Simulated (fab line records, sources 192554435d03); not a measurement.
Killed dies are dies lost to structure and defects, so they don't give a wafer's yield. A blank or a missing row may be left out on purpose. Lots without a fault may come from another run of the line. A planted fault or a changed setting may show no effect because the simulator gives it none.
Split-lot experiment | flow n5_finfet | 7 lots, 39 wafers read, on a route of 1938 steps

THE SPLIT
At N5_MOL_CONTACT_COAG_SPUTTER_143 (material Co, target thk 2.5 nm), the setting target_thk_a was moved away from the recipe's 25 angstrom on 15 of the 39 wafers read, by -14.2% to +11.1%. The other wafers ran this setting at the recipe's value.

The reading is taken at the split's own step.

THE READING
Co_of_MOL_CONTACT_COAG_SPUTTER_143.thk_nm (the simulator's own value, which no gauge read), in nm, at N5_MOL_CONTACT_COAG_SPUTTER_143 (material Co, target thk 2.5 nm). The file gives no usual value for it. The 24 wafers here that ran the recipe average 2.5 nm, standard deviation 0.094 nm.

wafer  | tool, chamber at the split | target_thk_a as run, angstrom | against the recipe | Co_of_MOL_CONTACT_COAG_SPUTTER_143.thk_nm, nm | against lot-mates on the recipe
L075.1 | pvd_sputter-02, -          | 26.99                         | +8.0%              | 2.6                                           | +0.1
L075.2 | pvd_sputter-02, -          | 26.99                         | +8.0%              | 2.6                                           | +0.1
L075.3 | pvd_sputter-02, -          | 26.99                         | +8.0%              | 2.6                                           | +0.1
L075.4 | pvd_sputter-02, -          | 25                            | recipe             | 2.6                                           | -
L075.5 | pvd_sputter-02, -          | 25                            | recipe             | 2.6                                           | -
L075.6 | pvd_sputter-02, -          | 25                            | recipe             | 2.4                                           | -
L083.1 | pvd_sputter-01, -          | 21.74                         | -13.0%             | 2                                             | -0.4
L083.3 | pvd_sputter-01, -          | 21.74                         | -13.0%             | 2                                             | -0.4
L083.2 | pvd_sputter-01, -          | 25                            | recipe             | 2.4                                           | -
L083.5 | pvd_sputter-01, -          | 25                            | recipe             | 2.4                                           | -
L083.6 | pvd_sputter-01, -          | 25                            | recipe             | 2.4                                           | -
L083.4 | pvd_sputter-01, -          | 21.74                         | -13.0%             | 2.2                                           | -0.2
L084.1 | pvd_sputter-03, -          | 25                            | recipe             | 2.6                                           | -
L084.2 | pvd_sputter-03, -          | 25                            | recipe             | 2.6                                           | -
L084.3 | pvd_sputter-03, -          | 25                            | recipe             | 2.6                                           | -
L084.4 | pvd_sputter-03, -          | 25                            | recipe             | 2.6                                           | -
L084.5 | pvd_sputter-03, -          | 25                            | recipe             | 2.6                                           | -
L084.6 | pvd_sputter-03, -          | 25                            | recipe             | 2.6                                           | -
L090.1 | pvd_sputter-03, -          | 21.44                         | -14.2%             | 2                                             | -0.6
L090.2 | pvd_sputter-03, -          | 21.44                         | -14.2%             | 2.2                                           | -0.4
L090.5 | pvd_sputter-03, -          | 21.44                         | -14.2%             | 2.2                                           | -0.4
L090.3 | pvd_sputter-03, -          | 25                            | recipe             | 2.6                                           | -
L090.4 | pvd_sputter-03, -          | 25                            | recipe             | 2.6                                           | -
L090.6 | pvd_sputter-03, -          | 25                            | recipe             | 2.6                                           | -
L093.1 | pvd_sputter-03, -          | 25                            | recipe             | 2.6                                           | -
L093.3 | pvd_sputter-03, -          | 25                            | recipe             | 2.6                                           | -
L093.4 | pvd_sputter-03, -          | 25                            | recipe             | 2.6                                           | -
L096.1 | pvd_sputter-01, -          | 25                            | recipe             | 2.6                                           | -
L096.2 | pvd_sputter-01, -          | 25                            | recipe             | 2.6                                           | -
L096.3 | pvd_sputter-01, -          | 27.77                         | +11.1%             | 2.8                                           | +0.3
L096.5 | pvd_sputter-01, -          | 27.77                         | +11.1%             | 2.8                                           | +0.3
L096.6 | pvd_sputter-01, -          | 27.77                         | +11.1%             | 2.8                                           | +0.3
L096.4 | pvd_sputter-01, -          | 25                            | recipe             | 2.4                                           | -
L097.1 | pvd_sputter-01, -          | 25                            | recipe             | 2.4                                           | -
L097.4 | pvd_sputter-01, -          | 25                            | recipe             | 2.4                                           | -
L097.5 | pvd_sputter-01, -          | 25                            | recipe             | 2.4                                           | -
L097.2 | pvd_sputter-01, -          | 22.5                          | -10.0%             | 2.2                                           | -0.2
L097.3 | pvd_sputter-01, -          | 22.5                          | -10.0%             | 2.2                                           | -0.2
L097.6 | pvd_sputter-01, -          | 22.5                          | -10.0%             | 2.2                                           | -0.2

THE FIT
A straight line over all 39 wafers: Co_of_MOL_CONTACT_COAG_SPUTTER_143.thk_nm changes by +0.0274 nm for each +1% of target_thk_a; r = +0.90; the points scatter about the line by 0.098 nm.
The same after taking each lot's own level away (the mean of its wafers on the recipe; 39 wafers): +0.0245 nm for each +1%; r = +0.92; scatter 0.072 nm.
On that fit, the largest move of target_thk_a shifts the reading by 0.35 nm.
The lots' own levels span 2.40 to 2.60 nm, that is 2.1 times the standard deviation above.
So the lot-to-lot level changes the slope: the two fits differ.
Check: with one of the wafers moved furthest among these (-14.2%) left out of the fit, the line predicts -0.337 nm for it against its lot-mates. It came out at -0.6 nm against them.

OTHER SPLITS ON THESE WAFERS
These wafers also went through other splits before the reading. Each is held against what the fit with the lots' levels taken away leaves over:
other split on the same wafers | wafers away from the commonest value | r with Co_of_MOL_CONTACT_COAG_SPUTTER_143.thk_nm (lot level and that fit taken away)
N5_DUMMY_GATE_CVD_03 temp_c    | 30                                   | -0.21
N5_DUMMY_GATE_ETCH_37 source_w | 12                                   | -0.25
N5_DUMMY_GATE_ETCH_32 time_s   | 18                                   | +0.06

THE FILE'S OWN FIT
Co_of_MOL_CONTACT_COAG_SPUTTER_143.thk_nm changes by +0.025 nm for each +1% of target_thk_a, r = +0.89.
